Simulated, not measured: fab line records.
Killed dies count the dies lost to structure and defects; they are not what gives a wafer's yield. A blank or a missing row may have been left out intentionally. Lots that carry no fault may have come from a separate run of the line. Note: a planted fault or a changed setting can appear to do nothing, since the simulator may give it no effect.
fab line records	flow n5_finfet
record: lots: 24	wafers: 72	last_day: 22
route steps=1938 shown BEOL_M13@1709 BEOL_M14@1728
lots with no fault: from the same line, run without faults
start_h: the number of hours between the record's first day and the start of the first shown wafer of the lot	wait_h: hours from the lot's prior step to this one	" as in the row above	L1.1+2: a row that stands for several wafers	- either no value or no given start	* or withheld: withheld	< > ~ a bound
route shown NAME@n: NAME is a module with steps in the file, n the number in the route of the first one	usual: the fault-free wafers' mean and standard deviation	same: alike in all rows	chamber/n: place in a boat	sites: each site's reading	_std_site: standard deviation of those values	_edge_site: outer sites' mean less inner sites'	radius_mm: how far each site lies from the wafer's centre	mask NAME#n: copy n	behind: the tool/chamber that last shaped the wafer	hold: the reason the lot was held/the length of the hold in hours/how it ended	device: the n, p or np transistor that did not switch	end of line: tests of these same wafers at the route's end	for a step that has no rows: nothing shown but its recipe	killed: at the first sort, the dies lost to defects and structure; wafer yield is something else	map: dies across one wafer; x = killed, . = not, _ = none there
set.NAME: the setting that was run; set.NAME@STEP: the one run at that earlier step	model.NAME: the simulator's own value behind a step, which no gauge read
one table for each step of the route and one row for each wafer, over a sample of lots
services: when a tool's chamber went out of use (start_h, in hours from the record's first day, below 0 if earlier), for how many hours, and the reason
== steps ==
step: N5_BEOL_M13_ANNEAL_48
recipe: temp_c: 225	time_s: 90	ambient: N2
usual: wafer_temp_C_max: 226.04/0.25
lot.wafer	tool	chamber	start_h	wait_h	wafer_temp_C_max
L074.1	rtp_anneal-02	0	266.62	0.1	225.94
L074.3	"	0	"	"	225.86
L074.5	"	0	"	"	225.85
L075.2	rtp_anneal-02	0	286.78	0.2	225.93
L075.4	"	0	"	"	225.64
L075.5	"	0	"	"	226.20
L077.1	rtp_anneal-02	0	300.82	0.1	225.66
L077.4	"	0	"	"	226.01
L077.6	"	0	"	"	225.99
L076.4	rtp_anneal-02	0	307.28	0.2	225.81
L076.5	"	0	"	"	225.71
L076.6	"	0	"	"	225.71
L078.4	rtp_anneal-02	0	315.28	0.2	225.70
L078.5	"	0	"	"	225.64
L078.6	"	0	"	"	225.45
L079.1	rtp_anneal-02	0	318.14	0.1	225.75
L079.3	"	0	"	"	225.80
L079.4	"	0	"	"	226.14
L080.3	rtp_anneal-01	0	332.33	0.2	226.24
L080.4	"	0	"	"	226.31
L080.5	"	0	"	"	225.84
L081.1	rtp_anneal-01	0	365.02	0.1	225.75
L081.2	"	0	"	"	226.16
L081.4	"	0	"	"	226.21
L083.2	rtp_anneal-02	0	388.16	0.2	226.38
L083.3	"	0	"	"	226.34
L083.4	"	0	"	"	226.03
L084.4	rtp_anneal-01	0	396.07	0.2	226.20
L084.5	"	0	"	"	226.06
L084.6	"	0	"	"	226.60
L085.1	rtp_anneal-01	0	406.87	0.1	226.46
L085.2	"	0	"	"	226.53
L085.6	"	0	"	"	226.11
L086.3	rtp_anneal-02	0	411.02	1.0	225.91
L086.5	"	0	"	"	226.22
L086.6	"	0	"	"	226.59
L090.3	rtp_anneal-01	0	422.52	0.2	226.27
L090.5	"	0	"	"	226.00
L090.6	"	0	"	"	225.97
L087.2	rtp_anneal-01	0	424.99	0.3	226.23
L087.4	"	0	"	"	226.47
L087.6	"	0	"	"	225.94
L088.2	rtp_anneal-02	0	435.18	0.8	226.06
L088.5	"	0	"	"	225.97
L088.6	"	0	"	"	225.70
L095.4	rtp_anneal-01	0	450.72	0.2	225.91
L095.5	"	0	"	"	226.59
L095.6	"	0	"	"	225.90
L097.3	rtp_anneal-02	0	453.02	0.2	226.34
L097.4	"	0	"	"	225.85
L097.5	"	0	"	"	226.14
L091.1	rtp_anneal-02	0	454.37	0.9	226.33
L091.2	"	0	"	"	226.33
L091.3	"	0	"	"	226.25
L092.1	rtp_anneal-02	0	467.07	0.1	226.45
L092.2	"	0	"	"	226.12
L092.5	"	0	"	"	226.03
L094.1	rtp_anneal-01	0	474.32	0.1	225.97
L094.5	"	0	"	"	225.92
L094.6	"	0	"	"	225.74
L089.1	rtp_anneal-02	0	474.54	0.1	226.11
L089.2	"	0	"	"	226.29
L089.3	"	0	"	"	225.85
L096.3	rtp_anneal-02	0	482.54	0.2	225.68
L096.4	"	0	"	"	225.75
L096.6	"	0	"	"	225.77
L082.1	rtp_anneal-02	0	487.83	0.4	225.81
L082.3	"	0	"	"	225.73
L082.6	"	0	"	"	225.85
L093.1	rtp_anneal-01	0	489.78	0.1	226.08
L093.4	"	0	"	"	226.26
L093.5	"	0	"	"	226.22
step: N5_BEOL_M13_RS_MEAS_54
recipe: thk_meas_gauge: four-point-probe	reads: Cu_of_BEOL_M13_ECD_47+Ta_of_BEOL_M13_SPUTTER_44+TaN_of_BEOL_M13_SPUTTER_43
usual: M13_RS: 0.0449/0.00063
lot.wafer	tool	chamber	start_h	wait_h	M13_RS[ohm/sq]
L074.1	film_metro-02	-	267.34	0.0	0.0444
L074.3	"	-	"	"	0.0446
L074.5	"	-	"	"	0.0450
L075.2	film_metro-01	-	287.45	0.1	0.0441
L075.4	"	-	"	"	0.0440
L075.5	"	-	"	"	0.0446
L077.1	film_metro-02	-	301.54	0.0	0.0455
L077.4	"	-	"	"	0.0446
L077.6	"	-	"	"	0.0457
L076.4	film_metro-02	-	307.87	0.0	0.0456
L076.5	"	-	"	"	0.0458
L076.6	"	-	"	"	0.0454
L078.4	film_metro-01	-	315.87	0.0	0.0449
L078.5	"	-	"	"	0.0454
L078.6	"	-	"	"	0.0445
L079.1	film_metro-01	-	318.86	0.0	0.0449
L079.3	"	-	"	"	0.0442
L079.4	"	-	"	"	0.0447
L080.3	film_metro-01	-	332.96	0.1	0.0451
L080.4	"	-	"	"	0.0446
L080.5	"	-	"	"	0.0441
L081.1	film_metro-01	-	365.76	0.0	0.0459
L081.2	"	-	"	"	0.0447
L081.4	"	-	"	"	0.0453
L083.2	film_metro-02	-	388.84	0.1	0.0434
L083.3	"	-	"	"	0.0443
L083.4	"	-	"	"	0.0440
L084.4	film_metro-02	-	396.70	0.0	0.0442
L084.5	"	-	"	"	0.0447
L084.6	"	-	"	"	0.0450
L085.1	film_metro-02	-	407.59	0.0	0.0456
L085.2	"	-	"	"	0.0452
L085.6	"	-	"	"	0.0450
L086.3	film_metro-01	-	411.66	0.1	0.0440
L086.5	"	-	"	"	0.0446
L086.6	"	-	"	"	0.0440
L090.3	film_metro-01	-	423.15	0.1	0.0451
L090.5	"	-	"	"	0.0451
L090.6	"	-	"	"	0.0458
L087.2	film_metro-02	-	425.68	0.1	0.0439
L087.4	"	-	"	"	0.0449
L087.6	"	-	"	"	0.0447
L088.2	film_metro-01	-	435.85	0.1	0.0447
L088.5	"	-	"	"	0.0452
L088.6	"	-	"	"	0.0453
L095.4	film_metro-02	-	451.31	0.0	0.0449
L095.5	"	-	"	"	0.0436
L095.6	"	-	"	"	0.0438
L097.3	film_metro-02	-	453.75	0.1	0.0449
L097.4	"	-	"	"	0.0440
L097.5	"	-	"	"	0.0452
L091.1	film_metro-01	-	455.09	0.0	0.0441
L091.2	"	-	"	"	0.0444
L091.3	"	-	"	"	0.0451
L092.1	film_metro-02	-	467.79	0.0	0.0454
L092.2	"	-	"	"	0.0450
L092.5	"	-	"	"	0.0447
L089.1	film_metro-02	-	475.26	0.0	0.0454
L089.2	"	-	"	"	0.0456
L089.3	"	-	"	"	0.0445
L094.1	film_metro-01	-	475.31	0.0	0.0446
L094.5	"	-	"	"	0.0450
L094.6	"	-	"	"	0.0447
L096.3	film_metro-02	-	483.18	0.1	0.0453
L096.4	"	-	"	"	0.0463
L096.6	"	-	"	"	0.0461
L082.1	film_metro-02	-	488.58	0.1	0.0447
L082.3	"	-	"	"	0.0456
L082.6	"	-	"	"	0.0453
L093.1	film_metro-02	-	490.50	0.0	0.0460
L093.4	"	-	"	"	0.0454
L093.5	"	-	"	"	0.0457
step: N5_BEOL_M14_INSPECT_12
recipe: mode: adi	inspect_instrument: macro
usual: raw_defect_count: 2.2/1.5
lot.wafer	tool	chamber	start_h	wait_h	raw_defect_count
L074.1	defect_inspect-01	-	268.08	0.0	1
L074.3	"	-	"	"	2
L074.5	"	-	"	"	2
L075.2	defect_inspect-01	-	288.20	0.0	0
L075.4	"	-	"	"	3
L075.5	"	-	"	"	3
L077.1	defect_inspect-02	-	302.15	0.0	4
L077.4	"	-	"	"	3
L077.6	"	-	"	"	1
L076.4	defect_inspect-01	-	308.48	0.0	2
L076.5	"	-	"	"	1
L076.6	"	-	"	"	2
L078.4	defect_inspect-01	-	316.61	0.0	3
L078.5	"	-	"	"	0
L078.6	"	-	"	"	1
L079.1	defect_inspect-02	-	319.48	0.0	2
L079.3	"	-	"	"	3
L079.4	"	-	"	"	2
L080.3	defect_inspect-01	-	333.70	0.0	7
L080.4	"	-	"	"	2
L080.5	"	-	"	"	0
L081.1	defect_inspect-01	-	366.49	0.0	2
L081.2	"	-	"	"	1
L081.4	"	-	"	"	1
L083.2	defect_inspect-01	-	389.58	0.0	1
L083.3	"	-	"	"	0
L083.4	"	-	"	"	0
L084.4	defect_inspect-01	-	397.44	0.0	2
L084.5	"	-	"	"	3
L084.6	"	-	"	"	0
L085.1	defect_inspect-02	-	408.33	0.0	2
L085.2	"	-	"	"	1
L085.6	"	-	"	"	3
L086.3	defect_inspect-02	-	412.35	0.0	3
L086.5	"	-	"	"	1
L086.6	"	-	"	"	5
L090.3	defect_inspect-02	-	423.89	0.0	5
L090.5	"	-	"	"	4
L090.6	"	-	"	"	3
L087.2	defect_inspect-01	-	426.29	0.0	1
L087.4	"	-	"	"	1
L087.6	"	-	"	"	2
L088.2	defect_inspect-01	-	436.59	0.0	2
L088.5	"	-	"	"	4
L088.6	"	-	"	"	3
L095.4	defect_inspect-01	-	452.13	0.0	3
L095.5	"	-	"	"	3
L095.6	"	-	"	"	0
L097.3	defect_inspect-01	-	454.36	0.0	4
L097.4	"	-	"	"	0
L097.5	"	-	"	"	2
L091.1	defect_inspect-01	-	455.70	0.0	1
L091.2	"	-	"	"	3
L091.3	"	-	"	"	5
L092.1	defect_inspect-01	-	468.52	0.0	1
L092.2	"	-	"	"	4
L092.5	"	-	"	"	1
L089.1	defect_inspect-01	-	475.87	0.0	4
L089.2	"	-	"	"	3
L089.3	"	-	"	"	5
L094.1	defect_inspect-01	-	476.05	0.0	3
L094.5	"	-	"	"	2
L094.6	"	-	"	"	3
L096.3	defect_inspect-01	-	483.79	0.0	3
L096.4	"	-	"	"	4
L096.6	"	-	"	"	1
L082.1	defect_inspect-01	-	489.32	0.0	2
L082.3	"	-	"	"	5
L082.6	"	-	"	"	2
L093.1	defect_inspect-01	-	491.11	0.0	5
L093.4	"	-	"	"	3
L093.5	"	-	"	"	4
step: N5_BEOL_M14_ETCH_59
recipe: chemistry: N2/H2	target: BARC	target_depth_a: 890	overetch_a: 267	time_s: 67.9	ion_energy_ev: 200	pressure_mtorr: 30	source_w: 840	bias_w: 150	n2_flow_sccm: 200	h2_flow_sccm: 200
usual: drypump_motor_current_A: 5.6/0.4	oes_product_au: 0.70/0.061	rf_vpp_V: 524.5/2.8	showerhead_plenum_p_Torr: 2.56/0.098	throttle_valve_pct: 17.91/0.21
lot.wafer	tool	chamber	start_h	wait_h	drypump_motor_current_A	oes_product_au	rf_hours_counter_h	rf_vpp_V	showerhead_plenum_p_Torr	throttle_valve_pct
L074.1	rie_diel-04	3	268.15	0.0	5.1	0.80	12	527.1	2.60	17.78
L074.3	"	0	"	"	6.1	0.76	33	528.9	2.71	17.79
L074.5	"	2	"	"	5.1	0.59	-	522.3	2.49	17.96
L075.2	rie_diel-05	1	288.26	0.0	5.4	0.75	35	528.2	2.72	17.81
L075.4	"	0	"	"	6.3	0.74	-	525.4	2.60	17.98
L075.5	"	3	"	"	6.6	0.59	-	527.0	2.61	18.03
L077.1	rie_diel-04	0	302.22	0.0	6.1	0.75	45	529.3	2.70	17.81
L077.4	"	1	"	"	5.5	0.72	-	521.4	2.47	18.08
L077.6	"	0	"	"	6.1	0.74	-	527.4	2.71	17.80
L076.4	rie_diel-02	3	308.55	0.0	5.7	0.63	189	520.9	2.42	18.14
L076.5	"	2	"	"	5.7	0.65	-	527.0	2.66	18.14
L076.6	"	3	"	"	5.6	0.63	-	519.0	2.42	18.13
L078.4	rie_diel-02	2	316.68	0.0	5.7	0.65	142	525.6	2.66	18.12
L078.5	"	3	"	"	5.6	0.63	-	520.6	2.42	18.16
L078.6	"	0	"	"	5.6	0.59	-	519.2	2.41	17.86
L079.1	rie_diel-02	3	319.59	0.0	5.6	0.63	192	521.8	2.42	18.12
L079.3	"	0	"	"	5.6	0.59	236	521.1	2.41	17.89
L079.4	"	1	"	"	5.7	0.61	211	524.9	2.62	17.95
L080.3	rie_diel-04	2	333.77	0.0	5.1	0.81	6	522.3	2.49	17.49
L080.4	"	1	"	"	5.6	0.72	93	520.2	2.46	18.10
L080.5	"	3	"	"	5.1	0.77	-	525.0	2.59	17.83
L081.1	rie_diel-04	3	366.56	0.0	5.1	0.76	42	525.0	2.58	17.84
L081.2	"	1	"	"	5.6	0.70	102	522.2	2.46	18.11
L081.4	"	2	"	"	5.2	0.79	16	523.0	2.48	17.52
L083.2	rie_diel-05	2	389.65	0.0	5.8	0.76	25	525.7	2.59	17.82
L083.3	"	1	"	"	5.4	0.72	59	527.0	2.70	17.86
L083.4	"	3	"	"	6.6	0.58	-	525.6	2.60	18.08
L084.4	rie_diel-02	1	397.51	0.0	5.8	0.59	237	525.2	2.61	17.98
L084.5	"	2	"	"	5.7	0.64	-	526.5	2.65	18.18
L084.6	"	1	"	"	5.7	0.59	-	524.9	2.61	17.99
L085.1	rie_diel-04	3	408.68	0.0	5.1	0.75	53	524.3	2.58	17.88
L085.2	"	2	"	"	5.2	0.76	29	523.1	2.48	17.55
L085.6	"	1	"	"	5.6	0.69	-	522.8	2.45	18.15
L086.3	rie_diel-04	2	412.41	0.0	5.2	0.76	31	521.3	2.48	17.54
L086.5	"	3	"	"	5.1	0.74	-	526.1	2.58	17.84
L086.6	"	2	"	"	5.1	0.75	-	522.8	2.48	17.54
L090.3	rie_diel-04	2	423.96	0.0	5.2	0.75	35	522.3	2.47	17.56
L090.5	"	1	"	"	5.6	0.69	-	523.3	2.45	18.13
L090.6	"	2	"	"	5.2	0.75	-	521.8	2.47	17.54
L087.2	rie_diel-02	2	426.36	0.0	5.7	0.63	179	526.8	2.64	18.20
L087.4	"	0	"	"	5.6	0.81	10	529.1	2.72	17.49
L087.6	"	0	"	"	5.6	0.82	-	529.2	2.72	17.48
L088.2	rie_diel-04	3	436.75	0.0	5.1	0.73	64	523.7	2.57	17.90
L088.5	"	1	"	"	5.5	0.68	-	521.9	2.45	18.15
L088.6	"	2	"	"	5.2	0.74	-	523.6	2.47	17.56
L095.4	rie_diel-02	3	452.31	0.0	5.6	0.60	-	519.3	2.40	18.21
L095.5	"	2	"	"	5.7	0.62	-	526.2	2.64	18.21
L095.6	"	0	"	"	5.6	0.79	-	528.2	2.71	17.50
L097.3	rie_diel-04	1	454.49	0.0	5.6	0.68	132	522.7	2.45	18.17
L097.4	"	3	"	"	5.1	0.72	70	523.3	2.57	17.88
L097.5	"	1	"	"	5.6	0.67	-	521.2	2.45	18.15
L091.1	rie_diel-05	2	455.86	0.0	5.8	0.73	49	526.0	2.58	17.86
L091.2	"	1	"	"	5.4	0.70	82	527.7	2.69	17.89
L091.3	"	0	"	"	6.3	0.70	90	524.5	2.58	18.03
L092.1	rie_diel-04	0	468.59	0.0	6.1	0.69	90	527.4	2.69	17.87
L092.2	"	1	"	"	5.6	0.68	137	521.7	2.44	18.17
L092.5	"	3	"	"	5.2	0.72	-	525.0	2.57	17.92
L089.1	rie_diel-05	1	475.94	0.0	5.4	0.69	89	527.7	2.69	17.91
L089.2	"	2	"	"	5.7	0.72	55	524.9	2.58	17.87
L089.3	"	0	"	"	6.3	0.69	97	524.9	2.58	18.04
L094.1	rie_diel-04	3	476.12	0.0	5.1	0.72	79	524.6	2.57	17.91
L094.5	"	1	"	"	5.6	0.67	-	522.2	2.44	18.17
L094.6	"	0	"	"	6.1	0.70	-	530.2	2.68	17.88
L096.3	rie_diel-05	1	483.86	0.0	5.4	0.69	93	528.1	2.69	17.91
L096.4	"	0	"	"	6.3	0.68	-	524.5	2.57	18.05
L096.6	"	2	"	"	5.8	0.72	-	524.8	2.58	17.86
L082.1	rie_diel-05	0	489.39	0.0	6.3	0.68	103	524.8	2.57	18.07
L082.3	"	2	"	"	5.8	0.72	61	526.5	2.58	17.89
L082.6	"	0	"	"	6.3	0.68	-	524.6	2.57	18.06
L093.1	rie_diel-04	3	491.18	0.0	5.1	0.72	85	523.7	2.56	17.92
L093.4	"	0	"	"	6.1	0.69	99	527.6	2.68	17.90
L093.5	"	2	"	"	5.2	0.73	-	521.7	2.46	17.58
step: N5_BEOL_M14_OVL_MEAS_29
recipe: points_per_wafer: 44
usual: M14_OVL: -2/6.1
lot.wafer	tool	chamber	start_h	wait_h	M14_OVL[nm]
L074.1	overlay-01	0	268.90	0.0	1
L074.3	"	0	"	"	6
L074.5	"	0	"	"	1
L075.2	overlay-01	0	289.15	0.0	-3
L075.4	"	0	"	"	-6
L075.5	"	0	"	"	-4
L077.1	overlay-02	0	302.98	0.0	-4
L077.4	"	0	"	"	-4
L077.6	"	0	"	"	4
L076.4	overlay-02	0	309.44	0.0	-3
L076.5	"	0	"	"	-1
L076.6	"	0	"	"	-3
L078.4	overlay-01	0	317.47	0.0	-1
L078.5	"	0	"	"	-4
L078.6	"	0	"	"	-7
L079.1	overlay-02	0	320.34	0.0	-6
L079.3	"	0	"	"	-11
L079.4	"	0	"	"	6
L080.3	overlay-02	0	334.52	0.0	0
L080.4	"	0	"	"	-8
L080.5	"	0	"	"	1
L081.1	overlay-02	0	367.32	0.0	15
L081.2	"	0	"	"	3
L081.4	"	0	"	"	6
L083.2	overlay-02	0	390.54	0.0	-6
L083.3	"	0	"	"	-10
L083.4	"	0	"	"	-5
L084.4	overlay-02	0	398.27	0.0	-7
L084.5	"	0	"	"	-9
L084.6	"	0	"	"	-4
L085.1	overlay-01	0	409.43	0.0	-6
L085.2	"	0	"	"	-9
L085.6	"	0	"	"	-18
L086.3	overlay-01	0	413.30	0.0	2
L086.5	"	0	"	"	-1
L086.6	"	0	"	"	4
L090.3	overlay-01	0	424.84	0.0	0
L090.5	"	0	"	"	-2
L090.6	"	0	"	"	1
L087.2	overlay-02	0	427.12	0.0	-5
L087.4	"	0	"	"	-1
L087.6	"	0	"	"	-5
L088.2	overlay-01	0	437.51	0.0	-4
L088.5	"	0	"	"	-7
L088.6	"	0	"	"	-14
L095.4	overlay-01	0	453.20	0.0	-2
L095.5	"	0	"	"	-10
L095.6	"	0	"	"	-6
L097.3	overlay-01	0	455.27	0.0	4
L097.4	"	0	"	"	6
L097.5	"	0	"	"	12
L091.1	overlay-01	0	456.61	0.0	-6
L091.2	"	0	"	"	-2
L091.3	"	0	"	"	-1
L092.1	overlay-01	0	469.35	0.0	-7
L092.2	"	0	"	"	-2
L092.5	"	0	"	"	1
L089.1	overlay-01	0	476.82	0.0	-5
L089.2	"	0	"	"	-6
L089.3	"	0	"	"	2
L094.1	overlay-02	0	477.01	0.0	-9
L094.5	"	0	"	"	1
L094.6	"	0	"	"	-5
L096.3	overlay-01	0	484.74	0.0	7
L096.4	"	0	"	"	0
L096.6	"	0	"	"	6
L082.1	overlay-01	0	490.27	0.0	0
L082.3	"	0	"	"	-9
L082.6	"	0	"	"	7
L093.1	overlay-02	0	491.94	0.0	5
L093.4	"	0	"	"	7
L093.5	"	0	"	"	1
step: N5_BEOL_M14_ETCH_67
recipe: chemistry: CF4	target: SiARC	target_depth_a: 1430	time_s: 238.3	ion_energy_ev: 80	pressure_mtorr: 40	source_w: 545	bias_w: 36	Ar_flow_sccm: 100	cf4_flow_sccm: 100	ends: cleared
usual: drypump_motor_current_A: 5.6/0.37	etch_rf_on_time_s: 238/4.2	oes_product_au: 0.71/0.073	rf_vpp_V: 184.4/1.3	showerhead_plenum_p_Torr: 2.16/0.077	throttle_valve_pct: 15.60/0.2
lot.wafer	tool	chamber	start_h	wait_h	drypump_motor_current_A	etch_rf_on_time_s	oes_product_au	rf_hours_counter_h	rf_vpp_V	showerhead_plenum_p_Torr	throttle_valve_pct
L074.1	rie_diel-04	2	269.00	0.0	5.1	243	0.58	243	183.1	2.11	15.82
L074.3	"	1	"	"	5.6	240	0.73	73	183.8	2.08	15.72
L074.5	"	0	"	"	6.1	234	0.77	-	185.1	2.27	15.46
L075.2	rie_diel-04	0	289.24	0.0	6.1	231	0.77	39	185.5	2.27	15.46
L075.4	"	1	"	"	5.6	240	0.72	80	184.1	2.08	15.75
L075.5	"	1	"	"	5.5	238	0.72	-	183.5	2.08	15.74
L077.1	rie_diel-04	1	303.21	0.0	5.6	243	0.71	85	182.9	2.07	15.76
L077.4	"	1	"	"	5.6	244	0.71	-	181.4	2.07	15.75
L077.6	"	0	"	"	6.1	236	0.74	-	185.7	2.27	15.50
L076.4	rie_diel-02	1	309.53	0.0	5.8	241	0.60	209	184.2	2.21	15.71
L076.5	"	0	"	"	5.6	245	0.59	-	181.3	2.04	15.69
L076.6	"	1	"	"	5.7	242	0.60	-	185.2	2.21	15.71
L078.4	rie_diel-04	0	317.56	0.0	6.1	231	0.76	48	186.3	2.26	15.48
L078.5	"	1	"	"	5.6	241	0.71	-	183.2	2.07	15.76
L078.6	"	2	"	"	5.2	232	0.83	-	182.7	2.11	15.32
L079.1	rie_diel-05	0	320.46	0.0	6.3	239	0.72	58	183.9	2.17	15.53
L079.3	"	2	"	"	5.7	234	0.80	9	185.3	2.19	15.55
L079.4	"	3	"	"	6.6	240	0.58	233	184.8	2.20	15.84
L080.3	rie_diel-04	0	334.75	0.0	6.1	231	0.75	53	185.5	2.26	15.50
L080.4	"	3	"	"	5.1	234	0.78	33	184.9	2.18	15.41
L080.5	"	1	"	"	5.5	239	0.72	-	183.8	2.07	15.78
L081.1	rie_diel-02	2	367.54	0.0	5.7	239	0.63	158	185.8	2.22	15.77
L081.2	"	1	"	"	5.7	238	0.60	226	185.5	2.20	15.74
L081.4	"	3	"	"	5.6	247	0.61	-	182.4	2.04	15.88
L083.2	rie_diel-04	1	390.66	0.0	5.6	243	0.69	110	183.2	2.07	15.79
L083.3	"	3	"	"	5.1	239	0.75	47	184.1	2.17	15.46
L083.4	"	2	"	"	5.1	236	0.77	23	182.6	2.10	15.38
L084.4	rie_diel-04	2	398.58	0.1	5.2	232	0.78	-	185.6	2.10	15.36
L084.5	"	1	"	"	5.6	240	0.68	-	182.3	2.06	15.82
L084.6	"	3	"	"	5.1	231	0.76	-	183.5	2.17	15.44
L085.1	rie_diel-05	1	409.60	0.0	5.4	238	0.71	67	184.8	2.26	15.43
L085.2	"	0	"	"	6.3	240	0.70	75	183.9	2.16	15.56
L085.6	"	0	"	"	6.3	242	0.71	-	184.7	2.16	15.57
L086.3	rie_diel-04	3	413.39	0.0	5.1	236	0.75	55	185.1	2.17	15.47
L086.5	"	1	"	"	5.6	242	0.68	-	182.8	2.06	15.82
L086.6	"	2	"	"	5.2	235	0.76	-	183.1	2.10	15.39
L090.3	rie_diel-02	2	425.09	0.0	5.6	241	0.63	178	185.9	2.21	15.82
L090.5	"	2	"	"	5.6	241	0.61	-	184.2	2.21	15.83
L090.6	"	1	"	"	5.8	240	0.58	-	185.0	2.19	15.78
L087.2	rie_diel-04	0	427.41	0.0	6.1	231	0.72	75	185.1	2.25	15.55
L087.4	"	3	"	"	5.1	234	0.74	60	183.8	2.17	15.49
L087.6	"	3	"	"	5.1	233	0.75	-	184.5	2.17	15.47
L088.2	rie_diel-02	2	437.88	0.0	5.7	237	0.63	183	185.5	2.21	15.83
L088.5	"	0	"	"	5.6	236	0.81	-	186.1	2.28	15.25
L088.6	"	1	"	"	5.8	237	0.59	-	184.7	2.19	15.78
L095.4	rie_diel-05	2	453.91	0.0	5.8	239	0.73	48	186.2	2.17	15.63
L095.5	"	1	"	"	5.4	242	0.69	-	185.4	2.25	15.44
L095.6	"	0	"	"	6.3	244	0.69	-	183.7	2.16	15.61
L097.3	rie_diel-02	0	455.83	0.0	5.6	235	0.79	23	185.7	2.28	15.27
L097.4	"	3	"	"	5.6	247	0.59	239	183.0	2.03	15.95
L097.5	"	2	"	"	5.7	238	0.62	-	185.8	2.21	15.83
L091.1	rie_diel-02	0	457.45	0.0	5.6	236	0.78	24	183.9	2.28	15.28
L091.2	"	1	"	"	5.7	237	0.84	1	184.2	2.19	15.30
L091.3	"	3	"	"	5.6	245	0.59	239	183.2	2.03	15.95
L092.1	rie_diel-04	2	469.45	0.0	5.2	236	0.73	51	184.3	2.09	15.43
L092.2	"	0	"	"	6.1	232	0.71	91	187.1	2.25	15.58
L092.5	"	1	"	"	5.6	241	0.67	-	183.2	2.06	15.87
L089.1	rie_diel-02	0	476.92	0.0	5.6	234	0.79	28	185.5	2.27	15.29
L089.2	"	3	"	"	5.6	243	0.58	248	181.5	2.02	15.97
L089.3	"	2	"	"	5.7	235	0.61	201	184.9	2.20	15.86
L094.1	rie_diel-04	0	477.10	0.0	6.1	235	0.70	94	186.4	2.25	15.57
L094.5	"	1	"	"	5.5	243	0.66	-	183.3	2.06	15.86
L094.6	"	2	"	"	5.1	237	0.73	-	184.4	2.09	15.44
L096.3	rie_diel-05	1	485.07	0.0	5.4	242	0.69	93	185.1	2.25	15.46
L096.4	"	1	"	"	5.4	239	0.68	-	186.6	2.25	15.47
L096.6	"	2	"	"	5.8	238	0.72	-	185.0	2.17	15.66
L082.1	rie_diel-04	2	490.38	0.0	5.1	232	0.73	59	184.2	2.09	15.46
L082.3	"	0	"	"	6.1	234	0.71	98	185.6	2.25	15.58
L082.6	"	2	"	"	5.2	232	0.73	-	183.4	2.09	15.46
L093.1	rie_diel-04	1	492.06	0.0	5.6	240	0.67	146	183.8	2.05	15.87
L093.4	"	3	"	"	5.1	234	0.72	85	183.1	2.16	15.53
L093.5	"	1	"	"	5.6	239	0.67	-	183.4	2.05	15.88
== services ==
tool	chamber	start_h	hours	kind
rie_diel-02	0	251.28	2.0	repair
rie_diel-04	2	292.39	-	clean
rie_diel-04	2	292.39	-	consumable_replace:focus_ring
rie_diel-04	2	292.39	17.3	scheduled_down
rie_diel-04	2	292.39	17.3	vent_cycle
rie_diel-05	1	333.99	5.9	repair
rie_diel-02	3	335.79	4.6	repair
rie_diel-02	0	365.28	-	clean
rie_diel-02	0	365.28	-	consumable_replace:focus_ring
rie_diel-02	0	365.28	-	consumable_replace:showerhead
rie_diel-02	0	365.28	24.1	scheduled_down
rie_diel-02	0	365.28	24.1	vent_cycle
rie_diel-04	3	382.33	7.4	repair
rie_diel-04	0	393.93	4.7	repair
rie_diel-04	0	401.55	15.5	repair
rie_diel-02	0	421.32	2.2	repair
rie_diel-02	1	438.42	-	clean
rie_diel-02	1	438.42	-	consumable_replace:focus_ring
rie_diel-02	0	466.35	8.4	repair
rie_diel-05	3	471.18	44.2	repair
rie_diel-02	3	482.27	-	clean
rie_diel-02	3	482.27	-	consumable_replace:focus_ring
rie_diel-02	3	482.27	17.3	scheduled_down
rie_diel-02	3	482.27	17.3	vent_cycle
== key ==
fault none
